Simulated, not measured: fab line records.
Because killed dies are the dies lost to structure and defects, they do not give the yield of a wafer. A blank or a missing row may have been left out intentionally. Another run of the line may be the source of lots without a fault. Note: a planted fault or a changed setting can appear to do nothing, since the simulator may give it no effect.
Split-lot study | flow n5Finfet | route with 1938 steps; 7 lots, 21 wafers read

## ABOUT THE SPLIT
At N5_MOL_CONTACT_COAG_ETCH_91 (etches SOC in N2/H2, target depth 60 nm, overetch 21 nm, time 101.2 s), the setting sourceW was moved away from the recipe's 840 W on 8 of the 21 wafers read, by -13.5% to +9.0%. This setting was run at the recipe's value on the other wafers.

The reading comes from the split's own step.

## THE READING
rfVppV, in V, at N5_MOL_CONTACT_COAG_ETCH_91 (etches SOC in N2/H2, target depth 60 nm, overetch 21 nm, time 101.2 s). A value of 524.9 V with a standard deviation of 1.5 V is what fault-free wafers of this fab line usually give.

wafer  | tool, chamber at the split | sourceW as run, W | against the recipe | rfVppV, V | against lot-mates on the recipe
L075.2 | rieDiel-06, 3              | 915.4             | +9.0%              | 508.7     | -16.6
L075.5 | rieDiel-06, 3              | 915.4             | +9.0%              | 510.2     | -15.1
L075.6 | rieDiel-06, 2              | 840               | recipe             | 525.3     | -
L081.2 | rieDiel-06, 3              | 748.5             | -10.9%             | 545.6     | +19.9
L081.3 | rieDiel-06, 2              | 840               | recipe             | 525.8     | -
L081.6 | rieDiel-06, 0              | 840               | recipe             | 525.6     | -
L083.1 | rieDiel-06, 3              | 840               | recipe             | 525.3     | -
L083.4 | rieDiel-06, 2              | 840               | recipe             | 524.9     | -
L083.5 | rieDiel-06, 0              | 840               | recipe             | 523.6     | -
L085.2 | rieDiel-06, 3              | 840               | recipe             | 525.0     | -
L085.5 | rieDiel-06, 3              | 840               | recipe             | 524.7     | -
L085.6 | rieDiel-06, 0              | 840               | recipe             | 522.9     | -
L087.3 | rieDiel-06, 2              | 840               | recipe             | 524.1     | -
L087.5 | rieDiel-06, 2              | 840               | recipe             | 523.6     | -
L087.6 | rieDiel-06, 1              | 726.6             | -13.5%             | 553.0     | +29.1
L094.3 | rieDiel-02, 2              | 746.2             | -11.2%             | 543.3     | +15.7
L094.5 | rieDiel-02, 1              | 746.2             | -11.2%             | 543.9     | +16.3
L094.6 | rieDiel-02, 0              | 840               | recipe             | 527.6     | -
L095.1 | rieDiel-05, 0              | 840               | recipe             | 525.3     | -
L095.4 | rieDiel-05, 2              | 783.9             | -6.7%              | 538.6     | +13.3
L095.5 | rieDiel-05, 0              | 783.9             | -6.7%              | 535.0     | +9.7

FIT RESULTS
A straight line over all 21 wafers: rfVppV changes by -1.82 V for each +1% of sourceW; r = -0.99; the points scatter about the line by 1.5 V.
The same after taking each lot's own level away (the mean of its wafers on the recipe; 21 wafers): -1.76 V for each +1%; r = -0.98; scatter 1.9 V.
According to that fit, moving sourceW by its largest amount changes the reading by 24 V.
The span of the lots' own levels, 523.85 to 527.60 V, comes to 2.5 times the standard deviation stated above.
The two slopes are in agreement: the lot-to-lot level therefore moves the slope only a little.
Check: with one of the wafers moved furthest among these (-13.5%) left out of the fit, the line predicts +22 V for it against its lot-mates. Against them it came out at +29.1 V.
Tool readings at the split's step, against how far the setting was moved: rfVppV r = -0.99.

## THE OTHER SPLITS THESE WAFERS WENT THROUGH
These wafers also went through other splits before the reading. Each is held against what the fit with the lots' levels taken away leaves over:
other split on the same wafers        | wafers away from the commonest value | r with rfVppV (lot level and that fit taken away)
N5_MOL_CONTACT_COAG_EXPOSE_05 doseMj  | 9                                    | -0.45
N5_MOL_CONTACT_COAG_ALD_131 aldCycles | 8                                    | +0.35

## FILE'S OWN FIT
rfVppV changes by -1.83 V for each +1% of sourceW, r = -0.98.
